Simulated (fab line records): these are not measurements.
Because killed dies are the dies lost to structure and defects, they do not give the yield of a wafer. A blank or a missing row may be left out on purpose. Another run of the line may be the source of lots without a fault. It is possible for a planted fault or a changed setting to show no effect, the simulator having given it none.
Which of the tools did it? ; flow nandHarc ; Sampling: 13 lots, 39 wafers, 6 of 1302 route steps

## WHAT THE GAUGES READ, wafer by wafer
NHARC_A_CHANNEL_HOLE_D2_CD_MEAS_10: the cd target is 100 nm. Usual: cdNm reads 99.8 nm (standard deviation 0.74).
lot;measured;on;cdNm (nm);flag
L359;day 12 23:37;cdSem-01;99.2 98.8 98.5;
L360;day 13 11:05;cdSem-01;99.5 98.8 99.4;
L361;day 14 05:13;cdSem-01;99.1 99.4 99.0;
L362;day 14 05:22;cdSem-03;99.2 100.0 100.4;
L363;day 14 13:39;cdSem-01;99.0 98.8 98.9;
L364;day 15 01:52;cdSem-02;100.4 100.1 101.1;
L365;day 15 19:49;cdSem-02;100.5 98.9 99.4;
L367;day 16 15:06;cdSem-01;99.9 100.2 100.6;
L369;day 17 16:47;cdSem-02;99.8 99.5 100.7;
L370;day 18 02:11;cdSem-02;101.1 99.7 101.2;
L377;day 20 20:10;cdSem-02;99.3 99.4 99.5;
L379;day 21 18:58;cdSem-03;100.1 100.8 100.5;
L381;day 22 09:07;cdSem-01;100.2 99.2 98.7;

NHARC_A_CHANNEL_HOLE_D2_INSPECT_40. Usual: rawDefectCount reads 276 (standard deviation 77).
lot;measured;on;rawDefectCount;flag
L359;day 13 10:59;defectInspect-02;244 212 254;
L360;day 13 21:17;defectInspect-02;206 177 217;
L361;day 14 12:19;defectInspect-01;328 182 241;
L362;day 14 12:26;defectInspect-02;467 325 244;
L363;day 14 20:44;defectInspect-02;356 293 292;
L364;day 15 08:55;defectInspect-01;165 170 280;
L365;day 16 02:53;defectInspect-02;321 350 319;
L367;day 16 22:20;defectInspect-02;339 274 267;
L369;day 17 23:52;defectInspect-02;374 171 284;
L370;day 18 09:15;defectInspect-02;304 279 337;
L377;day 21 03:14;defectInspect-02;634 606 578 646 602 571;OFF
L379;day 22 03:47;defectInspect-01;733 688 686 725 682 696;OFF
L381;day 22 16:54;defectInspect-02;377 361 326;

NHARC_END_SORT_01. Usual: killedAtArray 59, standard deviation 21; killedAtOther 0.8, standard deviation 1.1; killedAtPeriphery 4.1, standard deviation 2.8; killedDies 64, standard deviation 20; killedOpen 3.1, standard deviation 1.7; killedShort 2.4, standard deviation 1.6.
lot;measured;on;killedAtArray;killedAtOther;killedAtPeriphery;killedDies;killedOpen;killedShort;flag
L367;day 27 16:16;prober-01;44 59 35;0 0 1;6 5 5;50 64 41;2 2 2;3 4 1;
L377;day 33 08:13;prober-01;81 60 71;2 0 2;7 4 8;90 64 81;4 3 6;2 2 4;
L379;day 33 05:38;prober-01;154 107 145;4 0 1;0 2 5;158 109 151;1 1 6;0 0 1;OFF

## WHICH TOOL RAN EACH LOT (tool, then ch and the chambers of the sampled wafers, then the start)
lot;NHARC_A_CHANNEL_HOLE_D2_STRIP_42;NHARC_A_CHANNEL_FILL_D2_ALD_03;NHARC_A_CHANNEL_FILL_D2_ETCHBACK_19
L359;rieDiel-06 ch 0,3, day 13 09:45;aldSinBatch-02 ch 0, day 14 16:29 or earlier;rieSi-04 ch 0,2, day 14 16:29
L360;rieDiel-05 ch 0,1,2, day 13 20:11;aldSinBatch-03 ch 0, day 14 23:09 or earlier;rieSi-06 ch 0,1, day 14 23:09
L361;rieDiel-05 ch 0,1,2, day 14 11:12;aldSinBatch-03 ch 0, day 15 13:11 or earlier;rieSi-03 ch 1,2,3, day 15 13:11
L362;rieDiel-06 ch 0,1,2, day 14 11:20;aldSinBatch-03 ch 0, day 15 13:11 or earlier;rieSi-06 ch 2,3, day 15 13:11
L363;rieDiel-05 ch 1,3, day 14 19:38;aldSinBatch-03 ch 0, day 15 20:58 or earlier;rieSi-06 ch 0,2, day 15 20:58
L364;rieDiel-05 ch 0,2,3, day 15 07:49;aldSinBatch-01 ch 0, day 16 08:41 or earlier;rieSi-03 ch 0,2, day 16 08:41
L365;rieDiel-06 ch 0,1,3, day 16 01:47;aldSinBatch-02 ch 0, day 17 01:26 or earlier;rieSi-03 ch 0,3, day 17 01:26
L367;rieDiel-06 ch 1,2, day 16 21:05;aldSinBatch-01 ch 0, day 17 22:51 or earlier;rieSi-06 ch 0,3, day 17 22:51
L369;rieDiel-06 ch 0,2,3, day 17 22:46;aldSinBatch-03 ch 0, day 19 02:50 or earlier;rieSi-03 ch 2,3, day 19 02:50
L370;rieDiel-05 ch 0,3, day 18 08:08;aldSinBatch-01 ch 0, day 19 11:08 or earlier;rieSi-04 ch 0,1,2, day 19 11:08
L377;rieDiel-09 ch 1,2, day 21 02:08;aldSinBatch-01 ch 0, day 22 04:11 or earlier;rieSi-03 ch 0,1, day 22 04:11
L379;rieDiel-09 ch 0,1, day 22 02:40;aldSinBatch-03 ch 0, day 23 04:07 or earlier;rieSi-03 ch 1,2, day 23 04:07
L381;rieDiel-05 ch 0,1,2, day 22 15:39;aldSinBatch-03 ch 0, day 23 17:05 or earlier;rieSi-03 ch 1,2,3, day 23 17:05
- NHARC_A_CHANNEL_HOLE_D2_STRIP_42: strips in CF4/CHF3.
- NHARC_A_CHANNEL_FILL_D2_ALD_03: deposits SiNx, target thk 6 nm, pulse time 60 s, ald cycles 58.
- NHARC_A_CHANNEL_FILL_D2_ETCHBACK_19: etches the open film in HBr/Cl2, target depth 5 nm, time 1.7 s.

## AS READ BY THE TOOLS THEMSELVES (means over the sampled wafers that have a number; for cases with no such wafer, the mark the record gives instead)
NHARC_A_CHANNEL_FILL_D2_ALD_03. Usual: precursorPulseHeightRel reads 0.997 (standard deviation 0.019).
lot;tool;precursorPulseHeightRel;flag
L359;aldSinBatch-02;1.015;
L360;aldSinBatch-03;0.978;
L361;aldSinBatch-03;0.999;
L362;aldSinBatch-03;1.009;
L363;aldSinBatch-03;1.012;
L364;aldSinBatch-01;0.986;
L365;aldSinBatch-02;1.002;
L367;aldSinBatch-01;0.989;
L369;aldSinBatch-03;0.991;
L370;aldSinBatch-01;1.010;
L377;aldSinBatch-01;1.007;
L379;aldSinBatch-03;1.015;
L381;aldSinBatch-03;1.003;

NHARC_A_CHANNEL_FILL_D2_ETCHBACK_19. Usual: drypumpMotorCurrentA 5.7 A, standard deviation 0.34; oesProductAu 1.004 a.u., standard deviation 0.013; throttleValvePct 26.406 %, standard deviation 0.0088.
lot;tool;drypumpMotorCurrentA (A);oesProductAu (a.u.);throttleValvePct (%);flag
L359;rieSi-04;5.9;0.989;26.410;
L360;rieSi-06;6.1;0.999;26.399;
L361;rieSi-03;5.8;0.991;26.405;
L362;rieSi-06;5.4;1.016;26.409;
L363;rieSi-06;5.5;0.989;26.411;
L364;rieSi-03;5.6;0.999;26.406;
L365;rieSi-03;5.8;0.992;26.406;
L367;rieSi-06;5.7;0.989;26.408;
L369;rieSi-03;5.8;1.010;26.408;
L370;rieSi-04;5.5;1.006;26.409;
L377;rieSi-03;5.6;1.014;26.410;
L379;rieSi-03;5.7;1.025;26.398;
L381;rieSi-03;5.8;1.017;26.406;

## THE ANSWER, worked out from the rows above alone
Rule: take the mean of a lot's wafers that have a number; if it is more than 3 standard deviations from the usual mean, the lot is off. Also off: a lot with no number at a reading for which 4 or more lots have one. Where the step has rows for the other lots, those lots are counted as sound. Order of review: gauges by route order, followed by the tools' own readings, for which a lot's mean as printed above is used. The first step at which some lot is off is used, and at that step the reading that is off furthest; a lot without a number counts as furthest.
Off at NHARC_A_CHANNEL_HOLE_D2_INSPECT_40 (rawDefectCount): L377, L379.
A tool fits if, at a process step before that reading, it ran every lot that is off, and no sound lot after the first of them. Those tools and the gauges at NHARC_A_CHANNEL_HOLE_D2_INSPECT_40 are tried in the same way. One fits: NHARC_A_CHANNEL_HOLE_D2_STRIP_42 on rieDiel-09. It ran no sound lot before its first lot that is off in this sample, so the start can't be narrowed down.

## WHAT THE SIMULATOR HAD INSERTED
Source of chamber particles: rieDiel-09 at NHARC_A_CHANNEL_HOLE_D2_STRIP_42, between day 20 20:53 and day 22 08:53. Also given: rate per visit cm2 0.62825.
Struck lots among those shown: L377, L379. This agrees with what the rule above found.
